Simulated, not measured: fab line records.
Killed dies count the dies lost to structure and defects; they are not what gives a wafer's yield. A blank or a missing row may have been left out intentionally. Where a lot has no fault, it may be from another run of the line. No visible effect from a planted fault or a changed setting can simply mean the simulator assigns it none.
Which tool was responsible?    flow n5 finfet    Sampling: 24 lots, 72 wafers, 6 of 1938 route steps

== WHAT THE GAUGES SHOWED, per wafer ==
N5_BEOL_M7_THK_MEAS_53: measures by xrf.
lot   measured      on             M7_THK (nm)
L075  day 8 21:52   film metro-01  75.0 74.0 78.8
L074  day 8 23:58   film metro-01  75.8 74.6 75.9
L076  day 9 15:04   film metro-02  73.1 73.7 73.7
L077  day 9 19:10   film metro-01  76.0 75.2 77.3
L078  day 10 04:05  film metro-01  73.1 73.6 72.6
L080  day 10 11:01  film metro-02  81.5 73.2 77.7
L079  day 10 12:30  film metro-01  73.8 75.2 78.2
L081  day 10 17:07  film metro-01  75.2 77.5 74.4
L082  day 10 18:22  film metro-01  74.2 75.5 79.2
L083  day 11 11:59  film metro-01  76.5 74.9 73.4
L086  day 11 18:57  film metro-02  75.2 75.7 76.9
L084  day 11 18:08  film metro-02  73.5 78.1 79.7
L085  day 11 22:04  film metro-01  78.0 73.1 73.1
L087  day 12 10:34  film metro-01  79.9 77.2 72.3
L088  day 13 00:46  film metro-01  76.0 78.3 79.7
L090  day 13 00:34  film metro-02  73.4 74.0 74.4
L089  day 13 01:32  film metro-02  74.0 74.4 74.7
L091  day 13 14:46  film metro-01  79.4 78.7 76.7
L092  day 13 18:10  film metro-01  75.3 78.4 76.1
L093  day 13 20:14  film metro-02  73.7 75.2 74.8
L094  day 14 01:32  film metro-02  74.1 75.1 75.0
L095  day 14 06:27  film metro-02  75.4 78.9 81.2
L096  day 14 15:29  film metro-02  75.6 75.3 77.1
L097  day 14 19:07  film metro-01  75.2 74.8 77.3

N5_BEOL_M8_OVL_MEAS_12.
lot   measured      on          M8_OVL (nm)
L075  day 9 00:11   overlay-02  -0.6 -1.2 -0.3
L074  day 9 01:43   overlay-01  -0.7 0.7 1.2
L076  day 9 17:32   overlay-02  -0.4 0.2 -0.6
L077  day 9 21:38   overlay-02  0.3 -0.4 -0.3
L078  day 10 06:13  overlay-01  0.0 -0.4 -0.6
L080  day 10 13:25  overlay-02  -0.6 -0.8 -0.6
L079  day 10 14:13  overlay-01  -1.3 -0.5 -0.7
L081  day 10 20:34  overlay-02  -0.3 -0.1 -0.7
L082  day 10 20:37  overlay-02  0.2 -0.3 -0.1
L083  day 11 13:52  overlay-01  0.3 0.2 -0.5
L086  day 11 20:58  overlay-02  0.4 -0.5 -0.3
L084  day 11 20:41  overlay-02  -0.4 -1.1 -1.3
L085  day 12 00:08  overlay-01  -0.9 -0.7 0.7
L087  day 12 12:31  overlay-02  -1.0 -0.5 -0.5
L088  day 13 02:15  overlay-02  -0.6 -1.1 -0.7
L090  day 13 02:05  overlay-02  -0.5 -1.0 0.1
L089  day 13 04:28  overlay-02  0.7 -0.5 -1.5
L091  day 13 17:07  overlay-02  0.7 0.4 0.7
L092  day 13 20:08  overlay-01  0.4 -0.5 -0.5
L093  day 13 23:31  overlay-02  0.0 0.2 -0.3
L094  day 14 04:25  overlay-02  -1.2 -0.6 -0.4
L095  day 14 09:33  overlay-01  -0.4 0.0 -0.8
L096  day 14 18:14  overlay-02  0.8 -0.7 0.7
L097  day 14 21:38  overlay-02  0.7 0.5 -1.1

== TOOL THAT RAN EACH LOT (tool first, then ch and the chambers of the sampled wafers, then the start) ==
lot   N5_BEOL_M7_HM_DEP_02          N5_BEOL_M7_ETCH_61                  N5_BEOL_M7_ETCH_65                  N5_BEOL_M7_ANNEAL_51
L075  pvd sputter-03, day 8 17:33   rie diel-01 ch 0,1, day 8 18:10     rie diel-03 ch 1,2,3, day 8 19:16   rtp anneal-02 ch 0, day 8 21:21
L074  pvd sputter-01, day 8 18:07   rie diel-03 ch 2,3, day 8 18:36     rie diel-01 ch 2,3, day 8 19:46     rtp anneal-01 ch 0, day 8 23:28
L076  pvd sputter-01, day 9 09:11   rie diel-04 ch 1,3, day 9 09:44     rie diel-01 ch 2,3, day 9 12:10     rtp anneal-01 ch 0, day 9 14:33
L077  pvd sputter-02, day 9 12:56   rie diel-04 ch 0,2,3, day 9 13:33   rie diel-04 ch 0,2,3, day 9 15:47   rtp anneal-02 ch 0, day 9 18:37
L078  pvd sputter-02, day 9 20:59   rie diel-03 ch 0,1, day 9 21:37     rie diel-01 ch 2,3, day 10 01:05    rtp anneal-02 ch 0, day 10 03:30
L080  pvd sputter-02, day 10 04:06  rie diel-01 ch 0,1,3, day 10 04:58  rie diel-01 ch 0,1,3, day 10 06:49  rtp anneal-01 ch 0, day 10 10:25
L079  pvd sputter-02, day 10 07:32  rie diel-04 ch 0,1,2, day 10 08:02  rie diel-04 ch 1,2,3, day 10 08:58  rtp anneal-01 ch 0, day 10 11:55
L081  pvd sputter-03, day 10 10:13  rie diel-03 ch 2,3, day 10 10:53    rie diel-03 ch 0,3, day 10 12:32    rtp anneal-01 ch 0, day 10 16:26
L082  pvd sputter-03, day 10 12:32  rie diel-01 ch 0,2,3, day 10 13:02  rie diel-01 ch 0,1,3, day 10 14:31  rtp anneal-02 ch 0, day 10 17:46
L083  pvd sputter-02, day 11 05:34  rie diel-04 ch 1,2, day 11 06:12    rie diel-04 ch 0,3, day 11 09:20    rtp anneal-02 ch 0, day 11 11:28
L086  pvd sputter-02, day 11 13:23  rie diel-04 ch 0,2, day 11 14:06    rie diel-03 ch 0,2,3, day 11 16:07  rtp anneal-02 ch 0, day 11 18:24
L084  pvd sputter-02, day 11 13:29  rie diel-01 ch 0,1,2, day 11 14:19  rie diel-01 ch 0,2, day 11 15:50    rtp anneal-01 ch 0, day 11 17:38
L085  pvd sputter-02, day 11 16:52  rie diel-03 ch 1,2, day 11 17:32    rie diel-01 ch 0,2,3, day 11 19:32  rtp anneal-01 ch 0, day 11 21:31
L087  pvd sputter-01, day 12 05:31  rie diel-04 ch 0,1, day 12 06:08    rie diel-01 ch 0,1,3, day 12 07:11  rtp anneal-01 ch 0, day 12 10:04
L088  pvd sputter-03, day 12 18:13  rie diel-01 ch 0,1, day 12 18:50    rie diel-04 ch 2,3, day 12 20:14    rtp anneal-01 ch 0, day 13 00:09
L090  pvd sputter-03, day 12 18:37  rie diel-04 ch 0,3, day 12 19:07    rie diel-01 ch 2,3, day 12 20:16    rtp anneal-02 ch 0, day 13 00:01
L089  pvd sputter-01, day 12 18:38  rie diel-04 ch 1,2,3, day 12 19:25  rie diel-03 ch 0,1, day 12 20:39    rtp anneal-02 ch 0, day 13 00:56
L091  pvd sputter-03, day 13 07:05  rie diel-01 ch 1,3, day 13 07:34    rie diel-04 ch 0,1,2, day 13 11:47  rtp anneal-01 ch 0, day 13 14:10
L092  pvd sputter-01, day 13 11:36  rie diel-01 ch 0,1,2, day 13 12:32  rie diel-03 ch 1,2,3, day 13 15:40  rtp anneal-01 ch 0, day 13 17:34
L093  pvd sputter-01, day 13 16:08  rie diel-01 ch 1,2,3, day 13 16:46  rie diel-01 ch 2,3, day 13 17:40    rtp anneal-01 ch 0, day 13 19:41
L094  pvd sputter-03, day 13 19:36  rie diel-04 ch 0,1,3, day 13 20:13  rie diel-03 ch 0,1,3, day 13 22:31  rtp anneal-01 ch 0, day 14 00:47
L095  pvd sputter-01, day 13 23:13  rie diel-03 ch 0,1,3, day 13 23:43  rie diel-04 ch 0,1,3, day 14 02:58  rtp anneal-02 ch 0, day 14 05:55
L096  pvd sputter-02, day 14 09:09  rie diel-04 ch 0,3, day 14 09:46    rie diel-03 ch 0,3, day 14 12:10    rtp anneal-02 ch 0, day 14 14:56
L097  pvd sputter-03, day 14 13:28  rie diel-01 ch 0,2,3, day 14 14:20  rie diel-04 ch 0,1,2, day 14 15:30  rtp anneal-01 ch 0, day 14 18:31
- N5_BEOL_M7_HM_DEP_02: deposits TiN, target thk 20 nm.
- N5_BEOL_M7_ETCH_61: etches SiARC in CF4, target depth 45.5 nm, time 75.8 s.
- N5_BEOL_M7_ETCH_65: etches SiARC in CF4, target depth 15.6 nm, time 26 s.
- N5_BEOL_M7_ANNEAL_51: time 90 s.

== AS READ BY THE TOOLS THEMSELVES (means over the sampled wafers that have a number; for cases with no such wafer, the mark the record gives instead) ==
N5_BEOL_M7_HM_DEP_02.
lot   tool            throttle valve pct (%)
L075  pvd sputter-03  30.7
L074  pvd sputter-01  29.7
L076  pvd sputter-01  29.6
L077  pvd sputter-02  30.0
L078  pvd sputter-02  27.4
L080  pvd sputter-02  28.8
L079  pvd sputter-02  29.2
L081  pvd sputter-03  30.2
L082  pvd sputter-03  30.5
L083  pvd sputter-02  29.5
L086  pvd sputter-02  29.9
L084  pvd sputter-02  27.8
L085  pvd sputter-02  29.6
L087  pvd sputter-01  29.9
L088  pvd sputter-03  30.1
L090  pvd sputter-03  30.7
L089  pvd sputter-01  29.7
L091  pvd sputter-03  30.2
L092  pvd sputter-01  29.7
L093  pvd sputter-01  29.9
L094  pvd sputter-03  30.7
L095  pvd sputter-01  29.7
L096  pvd sputter-02  28.1
L097  pvd sputter-03  30.2

N5_BEOL_M7_ETCH_61.
lot   tool         chamber pressure mTorr (mTorr)  drypump motor current A (A)  etch rf on time s (s)  oes product au (a.u.)  rf vpp V (V)  showerhead plenum p Torr (Torr)  throttle valve pct (%)
L075  rie diel-01  40.00                           5.5                          75.1                   0.65                   184.4         2.19                             15.78
L074  rie diel-03  39.98                           5.4                          76.1                   0.64                   184.1         2.12                             15.92
L076  rie diel-04  40.01                           6.0                          74.5                   0.76                   183.2         2.12                             15.66
L077  rie diel-04  39.96                           5.5                          77.0                   0.60                   183.4         2.12                             15.75
L078  rie diel-03  40.00                           5.7                          76.9                   0.62                   184.4         2.19                             15.84
L080  rie diel-01  39.99                           5.7                          74.9                   0.73                   183.7         2.14                             15.49
L079  rie diel-04  39.99                           5.5                          74.6                   0.67                   184.9         2.12                             15.51
L081  rie diel-03  40.00                           5.3                          75.8                   0.63                   183.6         2.17                             15.94
L082  rie diel-01  40.03                           5.8                          75.4                   0.69                   184.0         2.12                             15.66
L083  rie diel-04  39.99                           5.8                          76.3                   0.66                   184.7         2.17                             15.39
L086  rie diel-04  39.95                           5.0                          76.7                   0.58                   183.0         2.09                             15.65
L084  rie diel-01  40.01                           5.9                          75.6                   0.71                   183.9         2.16                             15.54
L085  rie diel-03  40.01                           5.6                          76.1                   0.62                   184.0         2.08                             15.93
L087  rie diel-04  39.97                           5.2                          75.0                   0.65                   183.4         2.05                             15.69
L088  rie diel-01  40.00                           5.8                          75.0                   0.75                   184.7         2.17                             15.39
L090  rie diel-04  40.00                           5.1                          75.7                   0.58                   183.9         2.05                             15.94
L089  rie diel-04  39.99                           5.9                          75.5                   0.65                   183.8         2.14                             15.68
L091  rie diel-01  39.99                           5.9                          77.5                   0.63                   182.9         2.08                             15.55
L092  rie diel-01  40.03                           5.8                          75.3                   0.70                   184.6         2.16                             15.58
L093  rie diel-01  39.99                           6.0                          77.1                   0.63                   183.1         2.11                             15.60
L094  rie diel-04  40.04                           5.6                          74.1                   0.74                   183.9         2.08                             15.68
L095  rie diel-03  39.97                           5.5                          76.6                   0.60                   184.9         2.18                             15.92
L096  rie diel-04  39.97                           5.5                          73.6                   0.76                   183.3         2.08                             15.75
L097  rie diel-01  39.97                           5.8                          75.6                   0.65                   184.1         2.11                             15.72

N5_BEOL_M7_ETCH_65.
lot   tool         chamber pressure mTorr (mTorr)  drypump motor current A (A)  etch rf on time s (s)  oes product au (a.u.)  rf vpp V (V)  showerhead plenum p Torr (Torr)  throttle valve pct (%)
L075  rie diel-03  40.03                           5.5                          26.3                   0.63                   184.0         2.15                             15.86
L074  rie diel-01  40.02                           6.0                          26.8                   0.62                   183.2         2.08                             15.66
L076  rie diel-01  39.98                           6.1                          26.2                   0.62                   182.8         2.10                             15.70
L077  rie diel-04  40.00                           5.5                          26.4                   0.60                   183.4         2.12                             15.74
L078  rie diel-01  40.00                           6.1                          26.5                   0.62                   183.3         2.10                             15.71
L080  rie diel-01  40.00                           5.7                          25.8                   0.73                   184.5         2.14                             15.48
L079  rie diel-04  39.98                           5.9                          26.0                   0.67                   184.0         2.15                             15.65
L081  rie diel-03  40.02                           5.4                          26.1                   0.62                   185.1         2.22                             15.91
L082  rie diel-01  40.00                           5.7                          25.6                   0.73                   184.4         2.14                             15.49
L083  rie diel-04  39.99                           5.5                          26.1                   0.59                   183.3         2.09                             16.04
L086  rie diel-03  39.99                           5.5                          26.1                   0.62                   183.6         2.17                             15.93
L084  rie diel-01  39.98                           5.6                          25.2                   0.75                   183.8         2.16                             15.65
L085  rie diel-01  40.03                           5.7                          25.8                   0.67                   184.4         2.12                             15.68
L087  rie diel-01  39.99                           5.7                          25.9                   0.71                   183.6         2.13                             15.53
L088  rie diel-04  39.99                           5.8                          26.1                   0.59                   183.4         2.14                             15.92
L090  rie diel-01  40.00                           6.1                          27.1                   0.60                   183.6         2.09                             15.76
L089  rie diel-03  40.01                           5.7                          26.7                   0.60                   184.8         2.16                             15.87
L091  rie diel-04  39.99                           5.5                          26.2                   0.64                   183.4         2.11                             15.57
L092  rie diel-03  39.97                           5.5                          26.0                   0.61                   184.1         2.13                             15.94
L093  rie diel-01  40.00                           6.0                          26.2                   0.60                   183.0         2.07                             15.74
L094  rie diel-03  40.00                           5.6                          26.2                   0.61                   185.0         2.18                             15.92
L095  rie diel-04  40.00                           5.5                          25.5                   0.73                   184.1         2.08                             15.67
L096  rie diel-03  40.02                           5.4                          26.3                   0.61                   184.4         2.21                             15.96
L097  rie diel-04  39.97                           5.5                          26.1                   0.63                   183.3         2.11                             15.59

N5_BEOL_M7_ANNEAL_51.
lot   tool           wafer_temp_C_max
L075  rtp anneal-02  225.7
L074  rtp anneal-01  226.4
L076  rtp anneal-01  226.8
L077  rtp anneal-02  225.5
L078  rtp anneal-02  225.3
L080  rtp anneal-01  226.4
L079  rtp anneal-01  226.6
L081  rtp anneal-01  226.6
L082  rtp anneal-02  225.6
L083  rtp anneal-02  225.6
L086  rtp anneal-02  225.6
L084  rtp anneal-01  226.5
L085  rtp anneal-01  226.2
L087  rtp anneal-01  226.4
L088  rtp anneal-01  226.8
L090  rtp anneal-02  225.6
L089  rtp anneal-02  225.5
L091  rtp anneal-01  226.9
L092  rtp anneal-01  226.5
L093  rtp anneal-01  226.4
L094  rtp anneal-01  226.7
L095  rtp anneal-02  225.5
L096  rtp anneal-02  225.7
L097  rtp anneal-01  226.4

== THE ANSWER, worked out from the rows above alone ==
Rule: usual is defined by the lots themselves. The widest of any qualifying gaps counts: lots, ordered by their means at a reading, are off when they make up no more than a third of the lots, leave a main group of 4 or more, and stand apart from it by 3 or more times the standard deviation of that group's means. Not used: any main group whose means are identical at the precision the tables above print for the reading. A lot without any number at a reading at which 4 lots or more have one is off too. The other lots that the step has rows for count as sound. Order of review: gauges by route order, followed by the tools' own readings, for which a lot's mean as printed above is used. The first step at which some lot is off is used, and at that step the reading that is off furthest; a lot without a number counts as furthest.
No lot is off on any of the readings shown, so nothing can be concluded from this.

== WHAT THE SIMULATOR PUT IN ==
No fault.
